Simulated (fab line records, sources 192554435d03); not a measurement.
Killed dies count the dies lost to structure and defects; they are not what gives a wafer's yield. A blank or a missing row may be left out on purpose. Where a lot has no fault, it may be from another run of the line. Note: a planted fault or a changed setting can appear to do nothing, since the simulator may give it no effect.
Struck lot and sound lot, side by side :: flow n5_finfet :: 40 out of 1938 route steps
Sound: wafers L833.1, L833.3, L833.5. Wafers struck: L838.2, L838.4, L838.5. Last of all comes the cause.
Per side, at each step with rows, come the tool, then ch with its chambers, and then its first start. Under that, the readings that differ: sound wafers :: struck wafers :: difference of the means :: sigmas: that difference in standard deviations of wafers without a fault.
alike: same words and numbers on both sides, and readings whose means sit less than 2 such deviations apart. not compared: any withheld reading, any reading some wafer has no value for, any bound like >300 that may hide the same value, and any number with overlapping values for which the record gives no deviation.
Wherever a step has rows on one side only, a row that says differs or no value, or a row with sigmas, the two part there. Numbers that have no deviation but don't overlap get no sigmas and don't part them. Lack of a reading on every wafer of one side parts them only where that side has two or more wafers.

first, 11 steps without rows for these wafers: N5_STI_FIN_REVEAL_CMP_04 (polishes, stops on Si3N4, t overpolish 4 s, target thk 131.83 nm); N5_STI_FIN_REVEAL_DENSIFY_30; N5_STI_FIN_REVEAL_ETCHBACK_08 (etches SiO2 in C4F6/O2, target depth 30.5 nm, time 10.167 s); N5_STI_FIN_REVEAL_STRIP_24 (strips in N2/H2, time 90 s); N5_STI_FIN_REVEAL_PRECLEAN_25 (cleans in SPM, time 90 s); N5_STI_FIN_REVEAL_PRECLEAN_26 (cleans in SC1, time 45 s); N5_STI_FIN_REVEAL_PRECLEAN_29 (cleans in DHF, time 30 s); N5_STI_FIN_REVEAL_SRD_12 (time 30 s); N5_STI_FIN_REVEAL_RECESS_09 (chemistry HF/NH3, target SiO2, afs cycles 11, target depth 42.5 nm, sublimation time 60 s); N5_STI_FIN_REVEAL_STRIP_16 (strips SiNx in H3PO4, target depth 23.8 nm); N5_STI_FIN_REVEAL_PRECLEAN_17 (cleans in NF3:NH3, afs cycles 1, time 20 s, sublimation time 60 s).
N5_STI_FIN_REVEAL_ETCH_34: etches Si in H2, material Si, target depth 0.97 nm.
  sound on rie_si-01 ch 1,2,3, day 3 18:37; struck on rie_si-03 ch 1,2, day 5 00:33
  no value came back on the struck wafers for any of 5 readings (bias_w (W), chamber_pressure_mTorr (mTorr) and others); on the sound wafers bias_w (W) reads 0 0 0
  not compared: rf_hours_counter_h
then, 7 steps without rows for these wafers: N5_STI_FIN_REVEAL_OXIDATION_31 (chemistry O2 PLASMA REMOTE, time 20 s); N5_STI_FIN_REVEAL_PRECLEAN_32 (cleans in NF3:NH3, afs cycles 1, time 20 s, sublimation time 60 s); N5_STI_FIN_REVEAL_STRIP_35 (strips Si3N4 in H3PO4, target depth 4 nm, time 39 s); N5_STI_FIN_REVEAL_SRD_21 (time 30 s); N5_STI_FIN_REVEAL_OXIDATION_33 (chemistry O2 PLASMA REMOTE, time 20 s); N5_STI_FIN_REVEAL_CLEAN_19 (cleans in O3/DIW, time 120 s); N5_STI_FIN_REVEAL_SRD_23 (time 30 s).
N5_STI_FIN_REVEAL_CD_MEAS_22: target cd 6.238 nm, pitch 28 nm.
  struck on cd_sem-02, day 5 01:08; sound on cd_sem-02, day 3 19:11
reading: cd_nm (nm)
sound: 6.47 6.19 6.25
struck: 7.76 7.61 7.94
difference: +1.47
sigmas: +7
then, 18 steps without rows for these wafers: N5_STI_FIN_REVEAL_PRECLEAN_18 (cleans in SC2, time 45 s); N5_STI_FIN_REVEAL_SRD_28 (time 30 s); N5_DUMMY_GATE_PRECLEAN_00 (cleans in O3/DIW, time 60 s); N5_DUMMY_GATE_SRD_01 (time 30 s); N5_DUMMY_GATE_ALD_02 (deposits SiO2, target thk 2 nm, pulse time 1 s); N5_DUMMY_GATE_CVD_03 (deposits a-Si from SiH4, target thk 150 nm, time 8042 s); N5_DUMMY_GATE_PRECLEAN_46 (cleans in DIW, time 89.5 s); N5_DUMMY_GATE_SRD_47 (dry time 32 s); N5_DUMMY_GATE_CMP_04 (polishes a-Si); N5_DUMMY_GATE_HM_DEP_06 (deposits SiNx from DCS/NH3, target thk 80 nm, time 5141 s); N5_DUMMY_GATE_PECVD_30 (deposits SiO2 from TEOS/O2, target thk 55 nm, time 10.8 s); N5_DUMMY_GATE_COAT_34 (time 60 s, resist thk 60 nm); N5_DUMMY_GATE_COAT_35 (time 60 s, resist thk 10 nm); N5_DUMMY_GATE_COAT_28 (time 60 s, resist thk 10 nm); N5_DUMMY_GATE_COAT_09 (resist thk 30 nm); N5_DUMMY_GATE_EBR_11; N5_DUMMY_GATE_SOFTBAKE_10 (time 60 s); N5_DUMMY_GATE_EXPOSE_12 (exposes mask GATE, target cd 25 nm).
-- record jumps: 6 days separate the struck wafers' starts on either side; left off in module DUMMY_GATE, taken up again in module BEOL_M4, whose first shown step is the route's number 1111 --
N5_BEOL_M4_RC_MEAS_101:
  sound on prober-02 ch 0, day 9 19:29; struck on prober-01 ch 0, day 10 20:47
reading: DIBL_N (mV/V)
sound: 33.8 36.0 34.1
struck: 47.9 45.8 46.6
difference: +12.1
sigmas: +9

reading: DIBL_P (mV/V)
sound: 35.3 38.1 35.3
struck: 51.5 48.6 50.7
difference: +14.0
sigmas: +9

reading: IOFF_N (nA/um)
sound: 0.121 0.162 0.120
struck: 0.744 0.557 0.635
difference: +0.511
sigmas: +22

reading: IOFF_N_85C (nA/um)
sound: 2.4 3.1 2.4
struck: 11.4 9.0 10.0
difference: +7.5
sigmas: +19

reading: IOFF_N_LIN (nA/um)
sound: 0.059 0.075 0.057
struck: 0.352 0.273 0.310
difference: +0.248
sigmas: +28

reading: IOFF_N_LONG (nA/um)
sound: 4.98e-05 4.98e-05 4.79e-05
struck: 9.62e-05 9.73e-05 9.68e-05
difference: +4.76e-05
sigmas: +20

reading: IOFF_P (nA/um)
sound: 0.177 0.213 0.177
struck: 0.785 0.628 0.746
difference: +0.531
sigmas: +19

reading: IOFF_P_85C (nA/um)
sound: 3.2 3.7 3.1
struck: 11.0 9.0 10.4
difference: +6.8
sigmas: +17

reading: IOFF_P_LIN (nA/um)
sound: 0.087 0.097 0.087
struck: 0.382 0.320 0.362
difference: +0.264
sigmas: +24

reading: IOFF_P_LONG (nA/um)
sound: 9.6e-05 9.5e-05 9.6e-05
struck: 0.000162 0.000161 0.000163
difference: +0.000066
sigmas: +8

reading: ION_N (uA/um)
sound: 653 673 646
struck: 765 742 753
difference: +96
sigmas: +10

reading: ION_P (uA/um)
sound: 452 461 456
struck: 516 503 513
difference: +54
sigmas: +8

reading: REXT_N (ohm.um)
sound: 75.1 75.3 74.1
struck: 66.5 65.5 65.8
difference: -8.9
sigmas: -6

reading: REXT_P (ohm.um)
sound: 99.4 100.3 99.7
struck: 89.0 88.8 88.1
difference: -11.2
sigmas: -5

reading: SS_N (mV/dec)
sound: 70.8 71.6 70.9
struck: 73.7 73.3 73.4
difference: +2.4
sigmas: +4

reading: SS_P (mV/dec)
sound: 72.7 73.9 72.1
struck: 76.8 76.7 76.9
difference: +3.9
sigmas: +7

reading: VT_N (mV)
sound: 253.2 250.8 255.5
struck: 224.8 226.2 226.4
difference: -27.4
sigmas: -10

reading: VT_N_LONG (mV)
sound: 279.2 278.2 277.5
struck: 254.7 255.5 255.2
difference: -23.2
sigmas: -13

reading: VT_N_LVT (mV)
sound: 106 100 106
struck: 71 76 74
difference: -30
sigmas: -10

reading: VT_P (mV)
sound: -252.9 -253.0 -252.9
struck: -231.8 -233.3 -232.0
difference: +20.6
sigmas: +7

reading: VT_P_LONG (mV)
sound: -278.3 -278.2 -279.9
struck: -260.3 -258.8 -260.9
difference: +18.8
sigmas: +7

reading: VT_P_LVT (mV)
sound: -103 -102 -103
struck: -77 -81 -79
difference: +24
sigmas: +8
-- here the record skips 4 days between the struck wafers' starts before and after, leaving off in module BEOL_M4 and picking up in module PASSIVATION (first step shown: number 1936 of the route) --
N5_PASSIVATION_PROBE_49:
  struck on prober-02, day 15 01:41; sound on prober-01, day 14 06:25
reading: sort_bin_4_leakage (%)
sound: 0 0 0
struck: 92.12 71.61 87.97
difference: +83.90
sigmas: 

reading: sort_n_pass
sound: 1099 1083 1054
struck: 6 238 39
difference: -984
sigmas: -58

reading: sort_yield_pct (%)
sound: 93.1 91.8 89.3
struck: 0.5 20.2 3.3
difference: -83.4
sigmas: -56
  alike: defect_limited_yield, killed_at_M0_to_M3, killed_at_M4_up, killed_at_contacts, killed_at_front_end, killed_at_other, killed_dies, killed_open, killed_short, sort_bin_5_function, sort_bin_6_memory

## WHERE THEY PART
First at N5_STI_FIN_REVEAL_ETCH_34; last, within this record, at N5_PASSIVATION_PROBE_49.

WHY: what had been put in by the simulator
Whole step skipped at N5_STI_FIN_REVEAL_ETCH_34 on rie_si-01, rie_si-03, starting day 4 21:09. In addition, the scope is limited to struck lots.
